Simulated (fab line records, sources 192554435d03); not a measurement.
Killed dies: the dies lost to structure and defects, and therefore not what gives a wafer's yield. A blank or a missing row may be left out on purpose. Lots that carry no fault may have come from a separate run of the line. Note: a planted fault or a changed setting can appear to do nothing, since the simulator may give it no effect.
fab line records	flow n5-finfet
[record] lots = 24	wafers = 72	last-day = 19
route steps=1938 shown BEOL_M9@1449 BEOL_M10@1470
lots untouched by any fault: they come from a run of this same line in which no faults occurred
start-h: hours from the record's first day to the start of the lot's first wafer shown	wait-h: hours elapsed since this lot's preceding step	" the same as in the row above	L1.1+2: a single row standing in for several wafers	- no value, or no start given	* or withheld: withheld	< > ~ a bound
route shown NAME@n: NAME is a module with steps in the file, n the number in the route of the first one	usual: the fault-free wafers' mean and standard deviation	same: alike in all rows	chamber/n: place in a boat	sites: the reading at each site	_std_site: the standard deviation of these	_edge_site: outer sites' mean less inner sites'	radius-mm: for every site, how far away it sits from the centre of the wafer	mask NAME#n: copy n	behind: the tool/chamber that last shaped the wafer	hold: why the lot was held/for how many hours/how that ended	device: the transistor (n, p or np) that didn't switch	end of line: the same wafers' tests at the end of the route	step lacking rows: just its recipe	killed: the dies lost at the first sort to structure and to defects; this is not the yield of the wafer	map: the dies of a wafer, with x for killed, . for not killed, _ for no die there
set.NAME: setting as actually run; set.NAME@STEP: the setting as run at that earlier step	model.NAME: the simulator's own value behind a step, which no gauge read
route steps across a sampled set of lots; one table per step, one row per wafer
services: a tool's chamber out of use, with start hour (start-h, from the record's first day; less than 0 if before it), hours out, and reason
[[steps]]
[step N5_BEOL_M9_OCD_MEAS_38]
[usual] trench-depth-nm = 150/3.2
lot.wafer	tool	chamber	start-h	wait-h	trench-depth-nm
L074.2	ocd-01	-	228.26	-	157
L074.4	"	-	"	"	151
L074.5	"	-	"	"	147
L075.1	ocd-02	-	234.17	-	149
L075.3	"	-	"	"	152
L075.5	"	-	"	"	152
L076.1	ocd-02	-	237.76	-	146
L076.2	"	-	"	"	145
L076.6	"	-	"	"	155
L078.1	ocd-01	-	239.65	-	152
L078.2	"	-	"	"	144
L078.6	"	-	"	"	144
L077.2	ocd-02	-	243.71	-	153
L077.3	"	-	"	"	150
L077.4	"	-	"	"	152
L081.2	ocd-02	-	249.03	-	149
L081.3	"	-	"	"	152
L081.5	"	-	"	"	152
L080.1	ocd-02	-	256.35	-	142
L080.2	"	-	"	"	153
L080.6	"	-	"	"	144
L079.3	ocd-02	-	258.76	-	152
L079.4	"	-	"	"	152
L079.6	"	-	"	"	149
L083.1	ocd-02	-	258.80	-	147
L083.2	"	-	"	"	151
L083.3	"	-	"	"	154
L082.2	ocd-02	-	262.60	-	154
L082.5	"	-	"	"	153
L082.6	"	-	"	"	151
L084.1	ocd-02	-	280.08	-	144
L084.3	"	-	"	"	149
L084.6	"	-	"	"	148
L085.1	ocd-02	-	282.27	-	151
L085.2	"	-	"	"	150
L085.6	"	-	"	"	152
L086.4	ocd-02	-	294.85	-	151
L086.5	"	-	"	"	151
L086.6	"	-	"	"	144
L088.2	ocd-02	-	297.85	-	152
L088.3	"	-	"	"	148
L088.6	"	-	"	"	151
L089.3	ocd-01	-	313.59	-	151
L089.4	"	-	"	"	153
L089.6	"	-	"	"	151
L092.1	ocd-01	-	314.01	-	148
L092.4	"	-	"	"	151
L092.5	"	-	"	"	147
L087.1	ocd-01	-	314.43	-	153
L087.3	"	-	"	"	146
L087.5	"	-	"	"	154
L090.1	ocd-01	-	325.24	-	153
L090.4	"	-	"	"	150
L090.6	"	-	"	"	153
L091.1	ocd-01	-	325.41	-	148
L091.3	"	-	"	"	152
L091.4	"	-	"	"	152
L094.2	ocd-01	-	325.67	-	152
L094.5	"	-	"	"	144
L094.6	"	-	"	"	150
L093.1	ocd-01	-	327.23	-	151
L093.4	"	-	"	"	150
L093.5	"	-	"	"	151
L095.1	ocd-01	-	358.33	-	150
L095.3	"	-	"	"	153
L095.4	"	-	"	"	152
L097.1	ocd-01	-	363.84	-	150
L097.2	"	-	"	"	152
L097.5	"	-	"	"	150
L096.4	ocd-02	-	383.16	-	157
L096.5	"	-	"	"	157
L096.6	"	-	"	"	152
[step N5_BEOL_M10_ILD_DEP_00]
[recipe] material = SiCOH_lowk	target-thk-a = 3085.1	temp-c = 300	precursor = DEMS/porogen	pressure-torr = 5	rf-w = 500	time-s = 58
[usual] heater-power-w = 344/60	showerhead-plenum-p-Torr = 5.746/0.013	throttle-valve-pct = 13.6/0.93
lot.wafer	tool	chamber	start-h	wait-h	heater-power-w	showerhead-plenum-p-Torr	throttle-valve-pct
L074.2	pecvd-03	1	232.79	0.0	426	5.753	14.0
L074.4	"	0	"	"	433	5.757	13.4
L074.5	"	2	"	"	294	5.752	12.1
L075.1	pecvd-03	2	236.47	0.0	321	5.747	12.1
L075.3	"	0	"	"	392	5.752	13.3
L075.5	"	2	"	"	325	5.758	11.9
L076.1	pecvd-01	2	240.18	0.0	432	5.731	12.3
L076.2	"	1	"	"	360	5.760	13.6
L076.6	"	1	"	"	357	5.743	13.6
L078.1	pecvd-04	0	242.99	0.0	316	5.755	14.6
L078.2	"	2	"	"	359	5.755	13.7
L078.6	"	0	"	"	248	5.762	14.2
L077.2	pecvd-04	2	246.75	0.0	310	5.763	13.7
L077.3	"	0	"	"	316	5.755	14.4
L077.4	"	2	"	"	322	5.744	13.7
L081.2	pecvd-03	2	253.54	0.0	328	5.744	11.9
L081.3	"	0	"	"	402	5.752	13.2
L081.5	"	0	"	"	416	5.753	13.5
L080.1	pecvd-01	1	260.06	0.0	319	5.744	13.6
L080.2	"	2	"	"	362	5.718	12.5
L080.6	"	1	"	"	331	5.743	13.2
L079.3	pecvd-01	0	261.31	0.0	258	5.717	14.1
L079.4	"	0	"	"	274	5.740	14.1
L079.6	"	1	"	"	365	5.765	13.6
L083.1	pecvd-04	1	261.33	0.0	300	5.737	15.6
L083.2	"	0	"	"	302	5.746	14.7
L083.3	"	2	"	"	325	5.759	14.0
L082.2	pecvd-03	0	265.76	0.0	416	5.761	13.4
L082.5	"	2	"	"	298	5.729	12.1
L082.6	"	1	"	"	422	5.752	13.8
L084.1	pecvd-01	1	282.43	0.0	327	5.742	13.5
L084.3	"	0	"	"	269	5.726	14.0
L084.6	"	2	"	"	420	5.742	12.6
L085.1	pecvd-04	0	285.50	0.0	316	5.752	14.5
L085.2	"	1	"	"	322	5.754	15.5
L085.6	"	0	"	"	313	5.756	14.4
L086.4	pecvd-03	1	297.89	0.1	342	5.751	13.9
L086.5	"	0	"	"	448	5.764	13.6
L086.6	"	2	"	"	279	5.752	11.9
L088.2	pecvd-03	1	302.39	0.0	397	5.754	14.0
L088.3	"	2	"	"	261	5.764	11.9
L088.6	"	1	"	"	398	5.741	13.9
L089.3	pecvd-04	0	316.07	0.0	319	5.774	14.5
L089.4	"	2	"	"	306	5.748	13.7
L089.6	"	0	"	"	310	5.767	14.5
L092.1	pecvd-04	2	316.63	0.0	301	5.739	13.8
L092.4	"	0	"	"	313	5.780	14.6
L092.5	"	2	"	"	315	5.736	14.1
L087.1	pecvd-03	1	317.20	0.0	356	5.749	13.8
L087.3	"	2	"	"	308	5.740	12.2
L087.5	"	0	"	"	477	5.750	13.5
L091.1	pecvd-01	2	327.98	0.0	396	5.721	12.5
L091.3	"	0	"	"	283	5.714	13.9
L091.4	"	2	"	"	401	5.736	12.5
L090.1	pecvd-03	0	328.01	0.0	428	5.760	13.4
L090.4	"	0	"	"	442	5.754	13.3
L090.6	"	1	"	"	437	5.761	13.9
L094.2	pecvd-04	1	328.84	0.0	290	5.738	15.6
L094.5	"	1	"	"	304	5.756	15.4
L094.6	"	2	"	"	377	5.752	14.0
L093.1	pecvd-01	1	331.78	0.0	346	5.761	13.6
L093.4	"	1	"	"	339	5.755	13.4
L093.5	"	2	"	"	404	5.729	12.5
L095.1	pecvd-01	2	362.02	0.0	438	5.728	12.6
L095.3	"	0	"	"	297	5.712	13.9
L095.4	"	1	"	"	360	5.759	13.5
L097.1	pecvd-03	2	366.47	0.0	319	5.752	12.0
L097.2	"	0	"	"	379	5.764	13.4
L097.5	"	1	"	"	419	5.744	13.8
L096.4	pecvd-04	1	387.06	0.1	333	5.762	15.7
L096.5	"	0	"	"	299	5.743	14.4
L096.6	"	2	"	"	356	5.731	13.9
[step N5_BEOL_M10_OVL_MEAS_29]
[recipe] points-per-wafer = 44
[usual] V9_OVL = 0.1/0.66
lot.wafer	tool	chamber	start-h	wait-h	V9_OVL[nm]
L074.2	overlay-02	0	237.12	0.0	0.2
L074.4	"	0	"	"	0.8
L074.5	"	0	"	"	0.5
L075.1	overlay-02	0	240.85	0.0	-0.1
L075.3	"	0	"	"	0.3
L075.5	"	0	"	"	-0.2
L076.1	overlay-02	0	245.22	0.0	-0.2
L076.2	"	0	"	"	-1.3
L076.6	"	0	"	"	-0.5
L078.1	overlay-01	0	246.56	0.0	1.2
L078.2	"	0	"	"	0.6
L078.6	"	0	"	"	0.5
L077.2	overlay-01	0	251.85	0.0	-0.4
L077.3	"	0	"	"	0.1
L077.4	"	0	"	"	-0.7
L081.2	overlay-02	0	258.26	0.0	-0.3
L081.3	"	0	"	"	-0.5
L081.5	"	0	"	"	-0.5
L080.1	overlay-02	0	264.28	0.0	-0.2
L080.2	"	0	"	"	-0.2
L080.6	"	0	"	"	-0.3
L079.3	overlay-02	0	264.47	0.0	0.0
L079.4	"	0	"	"	0.2
L079.6	"	0	"	"	0.2
L083.1	overlay-01	0	264.64	0.0	0.8
L083.2	"	0	"	"	0.3
L083.3	"	0	"	"	0.3
L082.2	overlay-01	0	270.79	0.0	-0.8
L082.5	"	0	"	"	-0.3
L082.6	"	0	"	"	-1.4
L084.1	overlay-01	0	286.80	0.0	0.2
L084.3	"	0	"	"	0.2
L084.6	"	0	"	"	1.0
L085.1	overlay-01	0	288.55	0.0	-0.7
L085.2	"	0	"	"	-0.9
L085.6	"	0	"	"	-0.8
L086.4	overlay-02	0	301.74	0.0	-0.7
L086.5	"	0	"	"	0.7
L086.6	"	0	"	"	-0.5
L088.2	overlay-01	0	305.10	0.0	0.9
L088.3	"	0	"	"	0.7
L088.6	"	0	"	"	0.6
L089.3	overlay-02	0	319.19	0.0	0.7
L089.4	"	0	"	"	1.1
L089.6	"	0	"	"	1.3
L087.1	overlay-01	0	325.11	0.1	0.5
L087.3	"	0	"	"	0.1
L087.5	"	0	"	"	0.5
L092.1	overlay-01	0	325.25	0.0	0.1
L092.4	"	0	"	"	-0.2
L092.5	"	0	"	"	-0.4
L091.1	overlay-02	0	331.65	0.0	1.0
L091.3	"	0	"	"	0.8
L091.4	"	0	"	"	0.1
L090.1	overlay-02	0	332.20	0.0	0.3
L090.4	"	0	"	"	0.2
L090.6	"	0	"	"	0.3
L094.2	overlay-01	0	332.43	0.0	-0.6
L094.5	"	0	"	"	-1.3
L094.6	"	0	"	"	-0.8
L093.1	overlay-02	0	335.85	0.0	-0.6
L093.4	"	0	"	"	0.2
L093.5	"	0	"	"	0.7
L095.1	overlay-01	0	365.86	0.0	1.3
L095.3	"	0	"	"	0.8
L095.4	"	0	"	"	-0.1
L097.1	overlay-02	0	371.60	0.0	-0.6
L097.2	"	0	"	"	0.4
L097.5	"	0	"	"	-0.8
L096.4	overlay-02	0	393.49	0.0	0.5
L096.5	"	0	"	"	0.1
L096.6	"	0	"	"	0.6
[step N5_BEOL_M10_OCD_MEAS_38]
[usual] trench-depth-nm = 147/3.7
lot.wafer	tool	chamber	start-h	wait-h	trench-depth-nm
L074.2	ocd-01	-	237.67	-	148
L074.4	"	-	"	"	149
L074.5	"	-	"	"	148
L075.1	ocd-02	-	241.40	-	144
L075.3	"	-	"	"	148
L075.5	"	-	"	"	148
L076.1	ocd-02	-	245.83	-	147
L076.2	"	-	"	"	147
L076.6	"	-	"	"	148
L078.1	ocd-02	-	247.26	-	148
L078.2	"	-	"	"	144
L078.6	"	-	"	"	148
L077.2	ocd-02	-	252.44	-	142
L077.3	"	-	"	"	147
L077.4	"	-	"	"	151
L081.2	ocd-02	-	258.82	-	145
L081.3	"	-	"	"	149
L081.5	"	-	"	"	149
L080.1	ocd-02	-	264.84	-	144
L080.2	"	-	"	"	141
L080.6	"	-	"	"	142
L079.3	ocd-02	-	265.30	-	155
L079.4	"	-	"	"	151
L079.6	"	-	"	"	153
L083.1	ocd-02	-	265.53	-	142
L083.2	"	-	"	"	146
L083.3	"	-	"	"	150
L082.2	ocd-02	-	271.34	-	147
L082.5	"	-	"	"	142
L082.6	"	-	"	"	149
L084.1	ocd-01	-	287.35	-	148
L084.3	"	-	"	"	148
L084.6	"	-	"	"	150
L085.1	ocd-02	-	289.10	-	142
L085.2	"	-	"	"	142
L085.6	"	-	"	"	153
L086.4	ocd-02	-	302.29	-	144
L086.5	"	-	"	"	146
L086.6	"	-	"	"	144
L088.2	ocd-02	-	305.65	-	145
L088.3	"	-	"	"	155
L088.6	"	-	"	"	155
L089.3	ocd-01	-	319.95	-	148
L089.4	"	-	"	"	147
L089.6	"	-	"	"	148
L087.1	ocd-01	-	325.66	-	147
L087.3	"	-	"	"	143
L087.5	"	-	"	"	147
L092.1	ocd-01	-	325.80	-	154
L092.4	"	-	"	"	144
L092.5	"	-	"	"	144
L091.1	ocd-02	-	332.21	-	149
L091.3	"	-	"	"	145
L091.4	"	-	"	"	149
L090.1	ocd-02	-	332.76	-	144
L090.4	"	-	"	"	148
L090.6	"	-	"	"	150
L094.2	ocd-02	-	332.98	-	141
L094.5	"	-	"	"	141
L094.6	"	-	"	"	147
L093.1	ocd-01	-	336.42	-	152
L093.4	"	-	"	"	141
L093.5	"	-	"	"	152
L095.1	ocd-01	-	366.41	-	145
L095.3	"	-	"	"	152
L095.4	"	-	"	"	143
L097.1	ocd-02	-	372.41	-	154
L097.2	"	-	"	"	153
L097.5	"	-	"	"	152
L096.4	ocd-02	-	394.05	-	148
L096.5	"	-	"	"	142
L096.6	"	-	"	"	147
[step N5_BEOL_M10_DEGAS_44]
[recipe] ambient = vacuum	temp-c = 250	time-s = 60
[usual] heater-power-w = 354/52
lot.wafer	tool	chamber	start-h	wait-h	heater-power-w
L074.2	pvd-sputter-03	-	238.20	0.2	359
L074.4	"	-	"	"	324
L074.5	"	-	"	"	305
L075.1	pvd-sputter-01	-	241.99	0.3	302
L075.3	"	-	"	"	339
L075.5	"	-	"	"	450
L076.1	pvd-sputter-01	-	246.69	0.6	341
L076.2	"	-	"	"	297
L076.6	"	-	"	"	297
L078.1	pvd-sputter-01	-	248.91	1.0	449
L078.2	"	-	"	"	354
L078.6	"	-	"	"	452
L077.2	pvd-sputter-01	-	253.03	0.3	355
L077.3	"	-	"	"	336
L077.4	"	-	"	"	314
L081.2	pvd-sputter-02	-	259.61	0.3	395
L081.3	"	-	"	"	309
L081.5	"	-	"	"	311
L080.1	pvd-sputter-01	-	265.67	0.5	303
L080.2	"	-	"	"	461
L080.6	"	-	"	"	341
L079.3	pvd-sputter-01	-	266.15	0.5	300
L079.4	"	-	"	"	346
L079.6	"	-	"	"	305
L083.1	pvd-sputter-01	-	267.03	0.7	340
L083.2	"	-	"	"	309
L083.3	"	-	"	"	344
L082.2	pvd-sputter-03	-	272.05	0.4	351
L082.5	"	-	"	"	307
L082.6	"	-	"	"	358
L084.1	pvd-sputter-01	-	288.10	0.5	306
L084.3	"	-	"	"	455
L084.6	"	-	"	"	307
L085.1	pvd-sputter-03	-	289.89	0.5	307
L085.2	"	-	"	"	331
L085.6	"	-	"	"	310
L086.4	pvd-sputter-01	-	302.84	0.2	443
L086.5	"	-	"	"	346
L086.6	"	-	"	"	355
L088.2	pvd-sputter-01	-	306.42	0.3	362
L088.3	"	-	"	"	435
L088.6	"	-	"	"	350
L089.3	pvd-sputter-01	-	324.44	4.0	306
L089.4	"	-	"	"	356
L089.6	"	-	"	"	447
L087.1	pvd-sputter-02	-	326.60	0.7	282
L087.3	"	-	"	"	404
L087.5	"	-	"	"	315
L092.1	pvd-sputter-02	-	326.68	0.6	394
L092.4	"	-	"	"	284
L092.5	"	-	"	"	403
L091.1	pvd-sputter-02	-	333.35	0.8	401
L091.3	"	-	"	"	283
L091.4	"	-	"	"	310
L090.1	pvd-sputter-01	-	333.40	0.4	347
L090.4	"	-	"	"	356
L090.6	"	-	"	"	454
L094.2	pvd-sputter-01	-	333.66	0.3	307
L094.5	"	-	"	"	456
L094.6	"	-	"	"	310
L093.1	pvd-sputter-02	-	337.33	0.6	312
L093.4	"	-	"	"	392
L093.5	"	-	"	"	360
L095.1	pvd-sputter-02	-	367.07	0.4	304
L095.3	"	-	"	"	371
L095.4	"	-	"	"	397
L097.1	pvd-sputter-01	-	372.94	0.3	357
L097.2	"	-	"	"	454
L097.5	"	-	"	"	369
L096.4	pvd-sputter-02	-	394.91	0.2	357
L096.5	"	-	"	"	388
L096.6	"	-	"	"	365
[step N5_BEOL_M10_ALD_74]
[recipe] material = TaN	target-thk-a = 20	temp-c = 275	ald-precursor-family = PDMAT	ald-co-reactant = NH3	pressure-torr = 3	carrier-flow-sccm = 1500	pulse-time-s = 2	purge-time-s = 3	co-reactant-purge-time-s = 2	co-reactant-pulse-time-s = 3	ald-cycles = 40	precursor-vessel-temp-c = 75	precursor-vessel-pressure-torr = 26.25	precursor-vessel-carrier-sccm = 1000
[usual] heater-power-w = 416/34
[same] pulse-time-s = 2
lot.wafer	tool	chamber	start-h	wait-h	heater-power-w
L074.2	ald-metal-01	3	238.30	0.0	403
L074.4	"	1	"	"	439
L074.5	"	0	"	"	399
L075.1	ald-metal-03	2	242.09	0.0	397
L075.3	"	3	"	"	327
L075.5	"	3	"	"	337
L076.1	ald-metal-04	3	246.81	0.1	431
L076.2	"	1	"	"	453
L076.6	"	3	"	"	422
L078.1	ald-metal-03	3	249.02	0.0	344
L078.2	"	2	"	"	396
L078.6	"	3	"	"	333
L077.2	ald-metal-01	1	253.15	0.1	444
L077.3	"	0	"	"	388
L077.4	"	3	"	"	410
L081.2	ald-metal-04	2	259.71	0.0	469
L081.3	"	3	"	"	424
L081.5	"	0	"	"	380
L080.1	ald-metal-01	0	266.00	0.3	383
L080.2	"	2	"	"	442
L080.6	"	0	"	"	389
L079.3	ald-metal-03	2	266.27	0.1	391
L079.4	"	1	"	"	425
L079.6	"	0	"	"	405
L083.1	ald-metal-01	1	267.30	0.2	451
L083.2	"	2	"	"	443
L083.3	"	0	"	"	386
L082.2	ald-metal-04	0	272.15	0.0	387
L082.5	"	0	"	"	390
L082.6	"	3	"	"	429
L084.1	ald-metal-04	0	288.26	0.1	381
L084.3	"	2	"	"	464
L084.6	"	1	"	"	446
L085.1	ald-metal-04	2	290.12	0.2	471
L085.2	"	3	"	"	435
L085.6	"	3	"	"	424
L086.4	ald-metal-04	1	302.94	0.0	434
L086.5	"	2	"	"	470
L086.6	"	1	"	"	447
L088.2	ald-metal-01	3	306.54	0.1	407
L088.3	"	2	"	"	442
L088.6	"	2	"	"	443
L089.3	ald-metal-03	2	324.77	0.3	395
L089.4	"	3	"	"	337
L089.6	"	1	"	"	422
L087.1	ald-metal-01	0	326.71	0.1	396
L087.3	"	3	"	"	404
L087.5	"	3	"	"	397
L092.1	ald-metal-03	2	326.78	0.0	400
L092.4	"	3	"	"	335
L092.5	"	3	"	"	338
L091.1	ald-metal-04	2	333.45	0.0	463
L091.3	"	1	"	"	438
L091.4	"	3	"	"	437
L090.1	ald-metal-03	3	333.50	0.0	338
L090.4	"	2	"	"	394
L090.6	"	1	"	"	420
L094.2	ald-metal-04	0	333.76	0.0	386
L094.5	"	2	"	"	468
L094.6	"	3	"	"	422
L093.1	ald-metal-01	0	337.43	0.0	389
L093.4	"	1	"	"	429
L093.5	"	0	"	"	392
L095.1	ald-metal-04	3	367.18	0.0	433
L095.3	"	2	"	"	468
L095.4	"	0	"	"	377
L097.1	ald-metal-04	0	373.04	0.0	389
L097.2	"	2	"	"	473
L097.5	"	0	"	"	385
L096.4	ald-metal-01	3	395.02	0.1	404
L096.5	"	1	"	"	437
L096.6	"	0	"	"	396
[[services]]
tool	chamber	start-h	hours	kind
ald-metal-03	-	221.99	3.6	repair
pecvd-03	-	225.44	0.3	repair
pecvd-04	1	225.77	26.1	repair
ald-metal-01	-	245.27	1.1	repair
ald-metal-03	-	246.47	1.1	repair
pecvd-01	-	262.33	14.6	pm
pecvd-03	0	284.83	5.5	scheduled-down
ald-metal-03	0	285.63	2.0	repair
pecvd-04	1	296.97	5.5	scheduled-down
ald-metal-01	2	325.11	29.9	repair
pecvd-03	1	334.05	5.2	repair
ald-metal-03	-	337.43	14.0	pm
ald-metal-04	-	338.55	1.0	repair
ald-metal-01	-	339.55	6.0	pm
ald-metal-01	-	350.12	1.0	repair
pvd-sputter-01	-	354.49	2.5	repair
ald-metal-04	1	359.88	18.0	repair
ald-metal-03	-	368.16	2.8	pm
pecvd-03	-	369.76	1.0	repair
pecvd-03	-	370.96	1.7	repair
pecvd-03	1	383.67	-	clean
pecvd-03	1	383.67	-	consumable-replace:showerhead
pecvd-03	1	383.67	29.0	scheduled-down
pecvd-03	1	383.67	29.0	vent-cycle
[[key]]
fault none
